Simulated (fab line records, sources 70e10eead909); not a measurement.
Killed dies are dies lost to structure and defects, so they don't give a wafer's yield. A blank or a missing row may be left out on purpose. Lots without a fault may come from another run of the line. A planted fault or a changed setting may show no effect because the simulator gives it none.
Which tool did it? | flow nand_harc | 14 lots, 40 wafers sampled, at 6 steps of a route of 1302

WHAT THE GAUGES READ, wafer by wafer
NHARC_A_DECK1_JOINT_THK_MEAS_14: measures by ellipsometry. Usual: thk_nm 51.1 nm, standard deviation 2.
lot  | measured     | on            | thk_nm (nm)    | flag
L180 | day 10 17:51 | film_metro-01 | 52.6 53.8 49.8 |
L181 | day 12 04:40 | film_metro-01 | 51.1 52.5 50.4 |
L182 | day 12 10:48 | film_metro-01 | 52.3 52.5 54.0 |
L183 | day 13 06:01 | film_metro-02 | 51.5 51.0 49.6 |
L184 | day 13 06:10 | film_metro-02 | 50.4 48.8 47.1 |
L186 | day 13 13:42 | film_metro-02 | 49.3 50.3 48.6 |
L189 | day 15 04:35 | film_metro-02 | 51.2 53.3      |
L191 | day 16 03:17 | film_metro-01 | 49.2 52.5      |
L192 | day 16 11:40 | film_metro-01 | 49.2 49.5 48.3 |
L198 | day 18 16:53 | film_metro-02 | 50.0 50.6 51.3 |
L200 | day 19 11:32 | film_metro-02 | 50.0 54.1 51.1 |
L201 | day 20 01:32 | film_metro-02 | 47.5 48.4 50.1 |
L202 | day 20 08:58 | film_metro-02 | 52.9 51.5 51.8 |
L203 | day 21 04:16 | film_metro-02 | 51.5 49.9 48.1 |

NHARC_A_ONON_D2_THK_MEAS_11: measures by ellipsometry. Usual: thk_nm 1001 nm, standard deviation 7.9.
lot  | measured     | on            | thk_nm (nm)    | flag
L180 | day 11 23:54 | film_metro-01 | 1000 1003 1003 |
L181 | day 13 04:47 | film_metro-01 | 1004 1003 1004 |
L182 | day 13 12:34 | film_metro-02 | 997 996 995    |
L183 | day 14 15:11 | film_metro-01 | 990 993 991    |
L184 | day 14 15:10 | film_metro-01 | 1008 1009 1009 |
L186 | day 14 18:48 | film_metro-01 | 998 997 996    |
L189 | day 16 06:09 | film_metro-01 | 542 1015       | OFF
L191 | day 17 04:23 | film_metro-02 | 530 530        | OFF
L192 | day 17 20:31 | film_metro-01 | 997 522 994    | OFF
L198 | day 19 21:56 | film_metro-01 | 1010 1008 1009 |
L200 | day 20 13:53 | film_metro-01 | 997 997 997    |
L201 | day 21 02:31 | film_metro-01 | 987 987 987    |
L202 | day 21 10:04 | film_metro-01 | 1009 1007 1009 |
L203 | day 22 13:29 | film_metro-01 | 1017 1019 1019 |

NHARC_END_SORT_01. Usual: killed_at_array 64, standard deviation 20; killed_at_other 0.7, standard deviation 1.1; killed_at_periphery 3.6, standard deviation 2.7; killed_dies 68, standard deviation 20; killed_open 2.8, standard deviation 1.9; killed_short 2.3, standard deviation 1.5.
lot  | measured     | on        | killed_at_array | killed_at_other | killed_at_periphery | killed_dies | killed_open | killed_short | flag
L189 | day 28 06:56 | prober-01 | 672 56          | 0 0             | 5 2                 | 677 58      | 3 4         | 0 2          | OFF
L191 | day 29 17:35 | prober-01 | 669 674         | 1 0             | 7 3                 | 677 677     | 2 2         | 1 1          | OFF
L192 | day 29 16:46 | prober-02 | 55 675 67       | 0 0 1           | 2 2 2               | 57 677 70   | 3 0 3       | 2 1 1        | OFF

WHICH TOOL RAN EACH LOT (tool, then ch and the chambers of the sampled wafers, then the start)
lot  | NHARC_A_DECK1_JOINT_CMP_02    | NHARC_A_ONON_D2_DEP_09           | NHARC_A_ONON_D2_DEP_33
L180 | cmp-04 ch 0,3, day 11 20:50   | pecvd_onon-01 ch 0, day 11 23:23 | pecvd-01 ch 1,2, day 12 10:53
L181 | cmp-03 ch 0,1,3, day 13 01:49 | pecvd_onon-01 ch 0, day 13 04:20 | pecvd-02 ch 1,2, day 13 18:49
L182 | cmp-03 ch 0,2,3, day 13 09:36 | pecvd_onon-01 ch 0, day 13 12:04 | pecvd-04 ch 0,1,2, day 14 00:11
L183 | cmp-04 ch 1,2, day 14 12:11   | pecvd_onon-01 ch 0, day 14 14:40 | pecvd-02 ch 0,1, day 15 05:09
L184 | cmp-03 ch 0,1,3, day 14 12:14 | pecvd_onon-03 ch 0, day 14 14:43 | pecvd-01 ch 0,1, day 15 05:18
L186 | cmp-03 ch 0,1,2, day 14 15:52 | pecvd_onon-02 ch 0, day 14 18:17 | pecvd-04 ch 1,2, day 15 05:04
L189 | cmp-01 ch 0,1, day 16 03:11   | pecvd_onon-03 ch 0, day 16 05:45 | pecvd-02 ch 1,2, day 16 17:47
L191 | cmp-01 ch 0,2, day 17 01:25   | pecvd_onon-03 ch 0, day 17 03:56 | pecvd-01 ch 0,2, day 17 15:16
L192 | cmp-01 ch 0,1,2, day 17 17:32 | pecvd_onon-03 ch 0, day 17 20:00 | pecvd-04 ch 0,2, day 18 06:46
L198 | cmp-01 ch 1,2, day 19 18:44   | pecvd_onon-02 ch 0, day 19 21:36 | pecvd-01 ch 0,1,2, day 20 08:22
L200 | cmp-01 ch 1,2, day 20 10:54   | pecvd_onon-03 ch 0, day 20 13:23 | pecvd-04 ch 0,1,2, day 21 00:14
L201 | cmp-03 ch 1,2,3, day 20 23:34 | pecvd_onon-03 ch 0, day 21 02:01 | pecvd-04 ch 0,2, day 21 15:54
L202 | cmp-01 ch 0,1,3, day 21 07:08 | pecvd_onon-03 ch 0, day 21 09:33 | pecvd-02 ch 0,1,2, day 21 20:48
L203 | cmp-04 ch 1,2,3, day 22 10:31 | pecvd_onon-03 ch 0, day 22 12:58 | pecvd-02 ch 1,2, day 22 23:45
- NHARC_A_DECK1_JOINT_CMP_02: polishes SiOx.
- NHARC_A_ONON_D2_DEP_09: target thk 1000 nm.
- NHARC_A_ONON_D2_DEP_33: deposits SiO2, target thk 200 nm.

WHAT THE TOOLS THEMSELVES READ (means of the sampled wafers that have a number; where no wafer has one, the mark that the record gives instead)
NHARC_A_DECK1_JOINT_CMP_02. Usual: edge_zone_pressure_frac 1.000, standard deviation 0.0045; motor_current_A 12.5 A, standard deviation 1.6.
lot  | tool   | edge_zone_pressure_frac | motor_current_A (A) | flag
L180 | cmp-04 | 1.004                   | 11.0                |
L181 | cmp-03 | 1.007                   | 13.2                |
L182 | cmp-03 | 0.997                   | 12.2                |
L183 | cmp-04 | 0.998                   | 14.3                |
L184 | cmp-03 | 0.996                   | 13.5                |
L186 | cmp-03 | 1.000                   | 12.8                |
L189 | cmp-01 | 1.003                   | 12.2                |
L191 | cmp-01 | 0.996                   | 12.1                |
L192 | cmp-01 | 1.005                   | 12.3                |
L198 | cmp-01 | 1.002                   | 13.0                |
L200 | cmp-01 | 1.003                   | 13.3                |
L201 | cmp-03 | 0.997                   | 12.2                |
L202 | cmp-01 | 1.001                   | 11.8                |
L203 | cmp-04 | 0.999                   | 13.2                |

NHARC_A_ONON_D2_DEP_33. Usual: heater_power_outer_w 300 W, standard deviation 68; heater_power_w 544 W, standard deviation 110; rf_fwd_power_W 898.2 W, standard deviation 2.6; throttle_valve_pct 15.9 %, standard deviation 0.55.
lot  | tool     | heater_power_outer_w (W) | heater_power_w (W) | rf_fwd_power_W (W) | throttle_valve_pct (%) | flag
L180 | pecvd-01 | 360                      | 662                | 898.4              | 16.2                   |
L181 | pecvd-02 | 257                      | 510                | 897.8              | 15.5                   |
L182 | pecvd-04 | 333                      | 545                | 899.2              | 15.9                   |
L183 | pecvd-02 | 196                      | 407                | 897.4              | 16.0                   |
L184 | pecvd-01 | 260                      | 474                | 895.1              | 15.7                   |
L186 | pecvd-04 | 279                      | 462                | 899.0              | 16.0                   |
L189 | pecvd-02 | 291                      | 574                | 898.5              | 15.3                   |
L191 | pecvd-01 | 298                      | 550                | 897.9              | 16.1                   |
L192 | pecvd-04 | 335                      | 580                | 897.2              | 16.2                   |
L198 | pecvd-01 | 364                      | 647                | 897.4              | 16.0                   |
L200 | pecvd-04 | 286                      | 495                | 898.9              | 15.6                   |
L201 | pecvd-04 | 310                      | 537                | 899.6              | 16.0                   |
L202 | pecvd-02 | 263                      | 504                | 897.7              | 16.0                   |
L203 | pecvd-02 | 329                      | 620                | 898.2              | 15.6                   |

THE ANSWER, worked out from the rows above alone
Rule: a lot is off if the mean of its wafers that have a number lies more than 3 standard deviations from the usual mean. A lot without any number at a reading at which 4 lots or more have one is off too. The other lots that the step has rows for count as sound. The gauges are gone through in route order, then the tools' own readings, and for those a lot's mean is taken as printed above. The first step at which some lot is off is used, and at that step the reading that is off furthest; a lot without a number counts as furthest.
Off: L189, L191, L192, at NHARC_A_ONON_D2_THK_MEAS_11 (thk_nm).
A tool fits if, at a process step before that reading, it ran every lot that is off, and no sound lot after the first of them. The gauges at NHARC_A_ONON_D2_THK_MEAS_11 aren't tried: what is off there is off at NHARC_END_SORT_01 too, on other tools, and a gauge's error can't cause that. None of those tried fits.

WHAT THE SIMULATOR HAD PUT IN
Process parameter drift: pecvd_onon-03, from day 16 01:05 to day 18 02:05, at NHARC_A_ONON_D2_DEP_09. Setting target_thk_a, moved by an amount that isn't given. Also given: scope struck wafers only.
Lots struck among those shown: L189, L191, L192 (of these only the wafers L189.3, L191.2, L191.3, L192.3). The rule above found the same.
